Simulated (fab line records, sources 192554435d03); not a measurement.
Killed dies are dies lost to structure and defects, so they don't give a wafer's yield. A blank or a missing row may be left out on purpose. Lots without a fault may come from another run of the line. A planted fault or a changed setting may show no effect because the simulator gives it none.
A struck lot beside a sound one | flow n5_finfet | 15 steps out of a route of 1938
Sound: wafers L575.1, L575.2, L575.6. Struck: wafer L583.2. (L583.1 of the same lot was not struck and is left out.) The cause comes at the end.
At each step with rows: each side's tool, then ch and its chambers, then its first start. Under that, the readings that differ: sound wafers | struck wafers | difference of the means | sigmas: that difference in standard deviations of wafers without a fault.
alike: readings whose means differ by less than 2 such deviations, and words and numbers that are the same on both sides. not compared: withheld readings, readings that some wafer has no value for, bounds like >300 that may hide the same value, and numbers for which the record gives no deviation and whose values overlap.
The two part at a step that has a row with sigmas, a row that says differs or no value, or rows on one side only. Numbers that don't overlap but have no deviation are shown without sigmas and don't part them. A reading that every wafer of one side lacks parts them only if that side has two wafers or more.

first, 8 steps without rows for these wafers: N5_BEOL_M10_COAT_63 (time 60 s, resist thk 100 nm); N5_BEOL_M10_COAT_64 (time 60 s, resist thk 30 nm); N5_BEOL_M10_COAT_22 (resist thk 90 nm); N5_BEOL_M10_EBR_24; N5_BEOL_M10_SOFTBAKE_23 (time 60 s); N5_BEOL_M10_EXPOSE_25 (exposes mask V9); N5_BEOL_M10_PEB_26 (peb time 60 s); N5_BEOL_M10_DEVELOP_27 (develop time 30 s).
N5_BEOL_M10_CD_MEAS_28: target cd 70 nm.
  sound on cd_sem-03 ch 0, day 11 09:30; struck on cd_sem-03 ch 0, day 13 14:55
  alike: cd_nm
N5_BEOL_M10_OVL_MEAS_29:
  sound on overlay-02 ch 0, day 11 09:32; struck on overlay-02 ch 0, day 13 14:56
  alike: V9_OVL
N5_BEOL_M10_INSPECT_30: inspects for defects (brightfield).
  sound on defect_inspect-01, day 11 09:33; struck on defect_inspect-01, day 13 14:58
  alike: raw_defect_count
N5_BEOL_M10_DESCUM_33: chemistry O2, time 7.9 s.
  sound on rie_diel-02 ch 0,1,3, day 11 09:35; struck on rie_diel-02 ch 1, day 13 15:00
  alike: drypump_motor_current_A, oes_product_au, rf_vpp_V, showerhead_plenum_p_Torr, throttle_valve_pct
  not compared: rf_hours_counter_h
N5_BEOL_M10_ETCH_65: etches SiARC in CF4, target depth 39 nm, time 65 s.
  sound on rie_diel-02 ch 0,1,3, day 11 09:37; struck on rie_diel-02 ch 1, day 13 15:02
  reading               | sound          | struck | difference | sigmas
  etch_rf_on_time_s (s) | 63.4 64.7 64.3 | 80.3   | +16.2      | +6
  alike: drypump_motor_current_A, oes_product_au, rf_vpp_V, showerhead_plenum_p_Torr, throttle_valve_pct
  not compared: rf_hours_counter_h
N5_BEOL_M10_ETCH_66: etches SOC in N2/H2, target depth 120 nm, overetch 24 nm, time 180 s.
  sound on rie_diel-02 ch 0,1,3, day 11 09:40; struck on rie_diel-02 ch 1, day 13 15:05
  alike: drypump_motor_current_A, h2_flow_sccm, oes_product_au, rf_vpp_V, showerhead_plenum_p_Torr, throttle_valve_pct
  not compared: rf_hours_counter_h
-- the record jumps here: 2 days lie between the struck wafers' starts before and after (it left off in module BEOL_M10 and takes up again in module PASSIVATION, whose first step shown is number 1936 of the route) --
N5_PASSIVATION_PROBE_49:
  sound on prober-01, day 13 12:05; struck on prober-02, day 15 17:52
  alike: defect_limited_yield, killed_at_M0_to_M3, killed_at_M4_up, killed_at_contacts, killed_at_front_end, killed_at_other, killed_dies, killed_open, killed_short, sort_bin_4_leakage, sort_bin_5_function, sort_bin_6_memory, sort_bin_8_speed, sort_n_pass, sort_yield_pct

WHERE THEY PART
Only at N5_BEOL_M10_ETCH_65, within this record. Later steps at which nothing parts them and some readings are alike: N5_BEOL_M10_ETCH_66, N5_PASSIVATION_PROBE_49.

WHY: what the simulator had put in
Process parameter drift: rie_diel-02, from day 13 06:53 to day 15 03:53, at N5_BEOL_M10_ETCH_65. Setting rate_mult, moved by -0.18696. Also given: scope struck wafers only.
